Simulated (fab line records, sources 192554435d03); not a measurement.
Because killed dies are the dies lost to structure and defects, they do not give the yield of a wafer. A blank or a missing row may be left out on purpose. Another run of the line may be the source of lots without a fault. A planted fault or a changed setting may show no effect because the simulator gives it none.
Matching of chambers	flow n5_finfet	N5_BEOL_M0_ALD_136 on ald_metal-01 has 4 sister chambers
The step deposits TaN, pulse time 2 s, purge time 3 s, co reactant purge time 2 s. 4 wafers are shown with their chamber, then 7 later ones without.

== WAFERS PAIRED WITH THEIR CHAMBERS ==
wafer	chamber	heater_power_w (W)
L085.5	3	426
L089.5	1	385
L092.1	0	402
L092.3	2	450

== WAFERS MISSING THEIR CHAMBER ==
wafer	heater_power_w (W)
L092.6	458
L094.1	387
L094.2	424
L094.6	466
L096.1	388
L096.2	404
L096.6	426

== THE CHAMBER EACH PASSED THROUGH ==
wafer	from the rows above	in truth
L092.6	2	2
L094.1	can't be placed: 1 or 0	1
L094.2	3	3
L094.6	2	2
L096.1	can't be placed: 1 or 0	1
L096.2	0	0
L096.6	3	3
Correct placement for 5 of the 7. Not placeable from these rows: 2 (in 2, the candidates include the true chamber). 0 placed wrongly.
How it was worked out, from the rows above alone: a wafer's distance from a chamber is the root of the sum, over the readings, of the square of ((its reading less the chamber's mean) divided by the reading's scatter). The wafer belongs to the nearest chamber; if the next one is less than 2 further off, it can't be placed. A chamber's mean is the mean of its shown wafers. The scatter: root of mean squared gap, hidden wafer to nearest shown wafer, with one shown wafer a chamber.
